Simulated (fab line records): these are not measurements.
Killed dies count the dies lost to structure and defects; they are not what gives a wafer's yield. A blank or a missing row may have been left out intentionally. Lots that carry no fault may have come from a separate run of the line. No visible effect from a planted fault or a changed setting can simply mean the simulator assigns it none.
Chamber matching -- flow n5_finfet -- 4 sister chambers for N5_STI_FIN_REVEAL_ALD_14 on ald_sin-01
The step deposits Si3N4, target thk 3 nm. 4 wafers are shown with their chamber, then 8 later ones without.

WAFERS PAIRED WITH THEIR CHAMBERS
wafer,chamber,heater_power_w (W)
L089.2,2,889
L089.4,1,826
L089.5,3,924
L091.3,0,680

WAFERS MISSING THEIR CHAMBER
wafer,heater_power_w (W)
L091.5,944
L091.6,708
L095.1,704
L095.3,855
L095.6,692
L096.1,826
L096.4,684
L096.5,876

THE CHAMBER EACH PASSED THROUGH
wafer,from the rows above,in truth
L091.5,can't be placed: 3 or 2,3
L091.6,0,0
L095.1,0,0
L095.3,can't be placed: 1 or 2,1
L095.6,0,0
L096.1,1,1
L096.4,0,0
L096.5,can't be placed: 2 or 3 or 1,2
Correctly placed: 5 of 8. Unplaceable from these rows: 3, with the true chamber sitting among the candidates in 3. Placed wrongly: 0.
How it was worked out, from the rows above alone: a wafer's distance from a chamber is the root of the sum, over the readings, of the square of ((its reading less the chamber's mean) divided by the reading's scatter). If the next closest chamber is less than 2 further off than the closest, the wafer can't be placed; otherwise it belongs to the closest. The mean given for a chamber averages the wafers shown for that chamber. The scatter (one wafer shown for each chamber): square how far every hidden wafer sits from the nearest shown wafer, average those squares and take the square root.
